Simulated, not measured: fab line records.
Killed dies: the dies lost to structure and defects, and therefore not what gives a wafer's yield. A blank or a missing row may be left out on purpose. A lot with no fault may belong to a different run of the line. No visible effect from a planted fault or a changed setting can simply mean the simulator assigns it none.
Struck lot and sound lot, side by side :: flow n5Finfet :: 38 out of 1938 route steps
Sound: the wafers L372.3, L372.4, L372.6. Struck: wafer L371.4 (left out: L371.3, L371.6 of the same lot, which were not struck); the cause appears at the end.
At each step with rows: each side's tool, then ch and its chambers, then its first start. Under that, the readings that differ: sound wafers :: struck wafers :: difference of the means :: sigmas: that difference in standard deviations of wafers without a fault.
alike: same words and numbers on both sides, and readings whose means sit less than 2 such deviations apart. not compared: any withheld reading, any reading some wafer has no value for, any bound like >300 that may hide the same value, and any number with overlapping values for which the record gives no deviation.
A row with sigmas, a row that says differs or no value, or rows on one side alone: a step with any of these is where the two part. When numbers do not overlap yet have no deviation, they are printed without sigmas and do not part them. Lack of a reading on every wafer of one side parts them only where that side has two or more wafers.

first, 10 steps without rows for these wafers: N5_PMOS_HMC_CHANNEL_EPI_PRECLEAN_37 (cleans in O3/DIW, time 45 s); N5_PMOS_HMC_CHANNEL_EPI_PRECLEAN_24 (cleans in DHF, time 30 s); N5_PMOS_HMC_CHANNEL_EPI_SRD_25 (time 30 s); N5_PMOS_HMC_CHANNEL_EPI_EPI_26 (deposits Si from SiH4/H2, target thk 3.8 nm, time 22.7 s); N5_FIN_SAQP_PRECLEAN_42 (cleans in O3/DIW, time 60 s); N5_FIN_SAQP_PRECLEAN_00 (cleans in SC1, time 60 s); N5_FIN_SAQP_PRECLEAN_44 (cleans in SC2, time 45 s); N5_FIN_SAQP_SRD_01 (time 30 s); N5_FIN_SAQP_ALD_61 (deposits SiO2, target thk 4 nm, pulse time 1 s, purge time 2 s); N5_FIN_SAQP_DENSIFY_62 (time 60 s).
N5_FIN_SAQP_HM_DEP_03: deposits SiNx from SiH4/NH3/N2, target thk 38 nm, time 33.6 s.
  sound on pecvd-04 ch 1,2, day 6 15:32; struck on pecvd-01 ch 0, day 6 08:46
reading: model.SiNx_of_FIN_SAQP_HM_DEP_03.thkNm (nm)
sound: 37.08 37.99 38.16
struck: 31.84
difference: -5.90
sigmas: 
  alike: heaterPowerW, showerheadPlenumPTorr, susceptorTempC, throttleValvePct
  not compared: sinceWetCleanH
N5_FIN_SAQP_THK_MEAS_05:
  sound on filmMetro-02 at day 6 15:37; struck on filmMetro-02 at day 6 08:52
reading: thkNm (nm)
sound: 37.1 38.0 38.1
struck: 31.9
difference: -5.8
sigmas: -12
then, 24 steps without rows for these wafers: N5_FIN_SAQP_PECVD_47 (deposits a-Si from SiH4/He, target thk 45 nm, time 36.3 s); N5_FIN_SAQP_PECVD_48 (deposits SiNx from SiH4/NH3/N2, target thk 25 nm, time 22.1 s); N5_FIN_SAQP_PECVD_06 (deposits a-Si from SiH4/He, target thk 60 nm, time 48.1 s); N5_FIN_SAQP_HM_DEP_72 (deposits SiO2 from SiH4/N2O, target thk 12 nm, time 7.2 s); N5_FIN_SAQP_COAT_49 (time 60 s, resist thk 100 nm); N5_FIN_SAQP_COAT_50 (time 60 s, resist thk 35 nm); N5_FIN_SAQP_COAT_10 (resist thk 90 nm); N5_FIN_SAQP_EBR_12; N5_FIN_SAQP_SOFTBAKE_11 (time 60 s); N5_FIN_SAQP_EXPOSE_13 (exposes mask FIN CORE, target cd 35.6 nm); N5_FIN_SAQP_PEB_14 (peb time 60 s); N5_FIN_SAQP_DEVELOP_15 (develop time 30 s); N5_FIN_SAQP_DESCUM_21 (chemistry O2, time 7.9 s); N5_FIN_SAQP_ETCH_51 (etches SiARC in CF4, target depth 45.5 nm, time 75.8 s); N5_FIN_SAQP_ETCH_52 (etches SOC in N2/H2, target depth 100 nm, overetch 20 nm, time 150 s); N5_FIN_SAQP_STRIP_53 (strips in N2/H2); N5_FIN_SAQP_HM_OPEN_73 (chemistry CHF3/O2, target SiO2, stops on a-Si, target depth 12 nm, time 16.8 s); N5_FIN_SAQP_STRIP_74 (strips in CHF3/O2); N5_FIN_SAQP_MANDREL_ETCH_22 (etches a-Si in HBr/Cl2, stops on SiNx, target depth 60 nm, bt time 10 s, time 30 s); N5_FIN_SAQP_STRIP_55 (strips in N2/H2); N5_FIN_SAQP_STRIP_23 (strips in SPM, time 750 s); N5_FIN_SAQP_SRD_66 (time 30 s); N5_FIN_SAQP_RECESS_75 (chemistry HF/NH3, target SiO2, target depth 14.4 nm, afs cycles 3, sublimation time 60 s); N5_FIN_SAQP_SPACER1_ALD_24 (deposits SiO2, target thk 20.3 nm, pulse time 1 s, purge time 2 s).
N5_FIN_SAQP_HM_OPEN_33: chemistry CH3F/O2, target SiNx, target depth 49.4 nm, time 70.6 s.
  sound on rieDiel-06 ch 1,2, day 6 20:26; struck on rieDiel-03 ch 3, day 6 13:14
reading: etchRfOnTimeS (s)
sound: 67.9 68.2 69.1
struck: 58.3
difference: -10.1
sigmas: -8

reading: oesProductAu (a.u.)
sound: 0.63 0.60 0.63
struck: 0.76
difference: +0.14
sigmas: +3

reading: showerheadPlenumPTorr (Torr)
sound: 1.99 1.90 1.99
struck: 2.11
difference: +0.15
sigmas: +2

reading: throttleValvePct (%)
sound: 16.69 16.68 16.66
struck: 16.09
difference: -0.59
sigmas: -3

reading: model.etch.depthNm (nm)
sound: 36.45 37.34 37.36
struck: 31.15
difference: -5.90
sigmas: 
  alike: drypumpMotorCurrentA, rfVppV
  not compared: rfHoursCounterH
N5_STI_FIN_REVEAL_RECESS_09: chemistry HF/NH3, target SiO2, afs cycles 11, target depth 42.5 nm, sublimation time 60 s.
  sound on vaporEtch-02 ch 0,1, day 7 05:42; struck on vaporEtch-02 ch 1, day 6 21:46
reading: model.SiNx_of_FIN_SAQP_HM_DEP_03.thkNm (nm)
sound: 17.2 18.4 18
struck: 11.8
difference: -6.1
sigmas: 
  alike: drypumpMotorCurrentA, tempC

## WHERE THEY PART
Earliest at N5_FIN_SAQP_THK_MEAS_05; latest, in this record, at N5_FIN_SAQP_HM_OPEN_33. Later steps at which nothing parts them and some readings are alike: N5_STI_FIN_REVEAL_RECESS_09.

WHY: the cause the simulator had injected
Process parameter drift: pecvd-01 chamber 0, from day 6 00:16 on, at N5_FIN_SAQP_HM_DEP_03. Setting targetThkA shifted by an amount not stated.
